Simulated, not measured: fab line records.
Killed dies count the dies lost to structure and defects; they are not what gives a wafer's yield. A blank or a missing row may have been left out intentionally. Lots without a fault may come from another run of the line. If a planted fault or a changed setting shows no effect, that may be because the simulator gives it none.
A lot that was struck, set against a sound lot    flow nand-harc    40 out of 1302 route steps
Sound: the wafers L718.1, L718.4, L718.6. Struck: wafer L725.1 (L725.2, L725.4, from the same lot, were not struck and are left out); the cause is given at the end.
Each step with rows lists, per side, the tool, then ch with its chambers, then its first start. Under that, the readings that differ: sound wafers    struck wafers    difference of the means    sigmas: that difference in standard deviations of wafers without a fault.
alike: readings with means less than 2 such deviations apart, plus words and numbers identical on both sides. not compared: withheld readings, readings lacking a value on some wafer, bounds such as >300 that could conceal the same value, and numbers that have no deviation in the record and whose values overlap.
Wherever a step has rows on one side only, a row that says differs or no value, or a row with sigmas, the two part there. Non-overlapping numbers with no deviation appear without sigmas and do not part them. A reading that every wafer of one side lacks parts them only if that side has two wafers or more.

first, 1 step without rows for these wafers: NHARC_A_BONDPAD_HARDBAKE_10 (time 65 s).
NHARC_A_BONDPAD_DESCUM_11: chemistry O2, time 3 s.
  sound on rie-diel-04 ch 0,2,3, day 25 16:20; struck on rie-diel-09 ch 3, day 28 00:54
  alike: drypump-motor-current-A, oes-product-au, rf-vpp-V, showerhead-plenum-p-Torr, throttle-valve-pct
  not compared: rf-hours-counter-h
then, 2 steps without rows for these wafers: NHARC_A_BONDPAD_ETCH_34 (etches the open film in N2/H2, target depth 60 nm, overetch 18 nm, time 65.91 s); NHARC_A_BONDPAD_ETCH_12 (etches the open film in CHF3/O2, target depth 220 nm, time 110 s).
NHARC_A_BONDPAD_CD_MEAS_13:
  sound on cd-sem-03 at day 25 16:41; struck on cd-sem-01 at day 28 01:13
  alike: cd-nm
then, 3 steps without rows for these wafers: NHARC_A_BONDPAD_STRIP_15 (strips in O2); NHARC_A_BONDPAD_ETCH_24 (etches the open film in CF4/N2, target depth 30 nm, time 72.99 s); NHARC_A_BONDPAD_STRIP_16 (strips in post etch residue remover, time 600 s).
NHARC_A_BONDPAD_DEGAS_25: time 60 s.
  sound on pvd-sputter-03 at day 25 17:18; struck on pvd-sputter-01 at day 28 01:50
  alike: heater-power-w, susceptor-temp-C
then, 3 steps without rows for these wafers: NHARC_A_BONDPAD_PRE_CLEAN_26 (time 30 s); NHARC_A_BONDPAD_PVD_17 (deposits TaN, target thk 5 nm, time 8.06 s); NHARC_A_BONDPAD_PVD_27 (deposits Cu, target thk 30 nm, time 20.49 s).
NHARC_A_BONDPAD_ECD_18: material Cu, target thk 400 nm.
  sound on ecd-cu-02 ch 1, day 25 17:43; struck on ecd-cu-01 ch 0,1, day 28 02:12
then, 1 step without rows for these wafers: NHARC_A_BONDPAD_ANNEAL_28 (time 90 s).
NHARC_A_BONDPAD_CMP_19: polishes, t overpolish 30 s, cu recess touch 16 s, target thk 169.82 nm.
  sound on cmp-03 ch 0,1, day 25 18:23; struck on cmp-01 ch 0, day 28 02:57
  alike: motor-current-A, overpolish-run-s
  not compared: pad-life-wafers
then, 1 step without rows for these wafers: NHARC_A_BONDPAD_SRD_21 (time 30 s, dry time 20 s).
NHARC_A_BONDPAD_INSPECT_23:
  sound on defect-inspect-02 at day 25 18:55; struck on defect-inspect-01 at day 28 03:28
  alike: raw-defect-count
then, 5 steps without rows for these wafers: NHARC_HYBRID_BOND_ACTIVATE_00 (chemistry N2, time 60 s); NHARC_HYBRID_BOND_PRECLEAN_01 (cleans in DIW, time 300 s); NHARC_HYBRID_BOND_SRD_02 (time 30 s, dry time 20 s); NHARC_HYBRID_BOND_BOND_03; NHARC_HYBRID_BOND_ANNEAL_04 (time 7200 s).
NHARC_HYBRID_BOND_OVL_MEAS_05:
  sound wafers here have rows in the record (overlay-02, day 26 04:46); struck ones have none
NHARC_HYBRID_BOND_INSPECT_06: inspects for defects (ir void).
  sound wafers here have rows in the record (defect-inspect-01, day 26 04:49); struck ones have none
next, for these wafers, 1 step has no rows: NHARC_THIN_TSV_GRIND_00.
NHARC_THIN_TSV_CMP_01: polishes.
  the record has rows for the sound wafers here (cmp-04 ch 1,2,3, day 26 06:12) and none for the struck ones
NHARC_THIN_TSV_THK_MEAS_02: measures by ir.
  sound wafers here have rows in the record (film-metro-02, day 26 06:26); struck ones have none
then, 3 steps without rows for these wafers: NHARC_THIN_TSV_SRD_03; NHARC_THIN_TSV_PRECLEAN_41 (cleans in SC1); NHARC_THIN_TSV_SRD_42.
NHARC_THIN_TSV_DEP_43: deposits SiO2, target thk 1328.5 nm.
  the record has rows for the sound wafers here (pecvd-04 ch 1,2, day 26 06:43) and none for the struck ones
then, 8 steps without rows for these wafers: NHARC_THIN_TSV_DEHYDRATE_04 (time 120 s); NHARC_THIN_TSV_HMDS_05 (time 30 s); NHARC_THIN_TSV_COAT_06; NHARC_THIN_TSV_SOFTBAKE_07 (time 95 s); NHARC_THIN_TSV_EBR_08; NHARC_THIN_TSV_EXPOSE_09 (exposes mask TSV); NHARC_THIN_TSV_PEB_10 (peb time 85 s); NHARC_THIN_TSV_DEVELOP_11 (time 70 s).
NHARC_END_SORT_01:
  the record has rows for the struck wafers here (prober-01 ch 0, day 29 10:26) and none for the sound ones

== WHERE THEY PART ==
First at NHARC_HYBRID_BOND_OVL_MEAS_05; last, within this record, at NHARC_END_SORT_01.

WHY: what had been put in by the simulator
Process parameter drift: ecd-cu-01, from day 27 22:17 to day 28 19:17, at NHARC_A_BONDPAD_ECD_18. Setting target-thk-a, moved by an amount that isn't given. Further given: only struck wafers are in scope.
